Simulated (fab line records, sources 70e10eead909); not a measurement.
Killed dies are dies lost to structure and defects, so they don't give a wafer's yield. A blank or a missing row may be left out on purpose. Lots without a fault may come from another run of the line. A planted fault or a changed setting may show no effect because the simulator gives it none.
Tool commonality check | flow nand_harc | 2 lots, 4 wafers sampled

WHY IT WAS OPENED
At NHARC_END_SORT_01 the reading killed_at_periphery is flagged on 1 of 2 lots. Wafers without a fault read 3.4, standard deviation 2.7.
Rule: a lot is flagged when every wafer of it that has a number lies more than 4 standard deviations from that mean, or none has a number. The other lots count as sound.

lot  | measured     | on        | killed_at_periphery, wafer by wafer | flag
L476 | day 19 18:20 | prober-01 | 646 651 644                         | FLAGGED
L486 | day 22 14:59 | prober-01 | 2                                   |
The numbers of the flagged lots are 647.0 on average: +643.6 against the usual, or +99 or more standard deviations.

WHICH TOOL RAN EACH LOT
The record holds 3 process steps before the reading, out of a route of 1159 steps. In each cell: the tool, then ch and the chambers that the sampled wafers went through, then the start.
lot  | flag    | NHARC_P_GATE_EXPOSE_43           | NHARC_P_GATE_STRIP_111              | NHARC_P_GATE_STRIP_76
L476 | FLAGGED | krf_scanner-02 ch 0, day 5 21:04 | plasma_asher-02 ch 0,1, day 5 21:49 | plasma_asher-02 ch 0,1, day 5 23:50
L486 |         | krf_scanner-04 ch 0, day 8 20:20 | plasma_asher-01 ch 0,1, day 8 22:43 | plasma_asher-01 ch 0,1, day 9 00:45
What these steps do:
- NHARC_P_GATE_EXPOSE_43: exposes mask P NSD, target cd 720 nm.
- NHARC_P_GATE_STRIP_111: strips in N2/H2, time 250 s.
- NHARC_P_GATE_STRIP_76: strips in O2.
- NHARC_END_SORT_01

FLAGGED OVER TOTAL, TOOL BY TOOL (the gauges that took the reading come last)
step                   | tool            | lots run | flagged | share of the flagged lots | sound lots run after its first flagged lot
NHARC_P_GATE_EXPOSE_43 | krf_scanner-02  | 1        | 1       | all                       | 0
NHARC_P_GATE_EXPOSE_43 | krf_scanner-04  | 1        | 0       | none                      | -
NHARC_P_GATE_STRIP_111 | plasma_asher-01 | 1        | 0       | none                      | -
NHARC_P_GATE_STRIP_111 | plasma_asher-02 | 1        | 1       | all                       | 0
NHARC_P_GATE_STRIP_76  | plasma_asher-01 | 1        | 0       | none                      | -
NHARC_P_GATE_STRIP_76  | plasma_asher-02 | 1        | 1       | all                       | 0
NHARC_END_SORT_01      | prober-01       | 2        | 1       | all                       | 1 (L486)

WHAT THE TABLE ALLOWS
4 rows of the table ran every flagged lot: krf_scanner-02 at NHARC_P_GATE_EXPOSE_43, plasma_asher-02 at NHARC_P_GATE_STRIP_111, plasma_asher-02 at NHARC_P_GATE_STRIP_76, prober-01 at NHARC_END_SORT_01.
- krf_scanner-02 at NHARC_P_GATE_EXPOSE_43: 1 of its 1 lot flagged. It ran no sound lot before its first flagged lot in this sample, so the start can't be narrowed down.
- plasma_asher-02 at NHARC_P_GATE_STRIP_111: 1 of its 1 lot flagged. It ran no sound lot before its first flagged lot in this sample, so the start can't be narrowed down.
- plasma_asher-02 at NHARC_P_GATE_STRIP_76: 1 of its 1 lot flagged. It ran no sound lot before its first flagged lot in this sample, so the start can't be narrowed down.
- prober-01 at NHARC_END_SORT_01: 1 of its 2 lots flagged. Sound lots ran on it after the first flagged one (L486), which a lasting fault on the whole tool wouldn't allow.
Counting lots can't tell these 2 tools apart, because each fits a fault that began at some hour. More lots, or a look at what each step does to the wafer, might.

WHAT THE SIMULATOR HAD PUT IN
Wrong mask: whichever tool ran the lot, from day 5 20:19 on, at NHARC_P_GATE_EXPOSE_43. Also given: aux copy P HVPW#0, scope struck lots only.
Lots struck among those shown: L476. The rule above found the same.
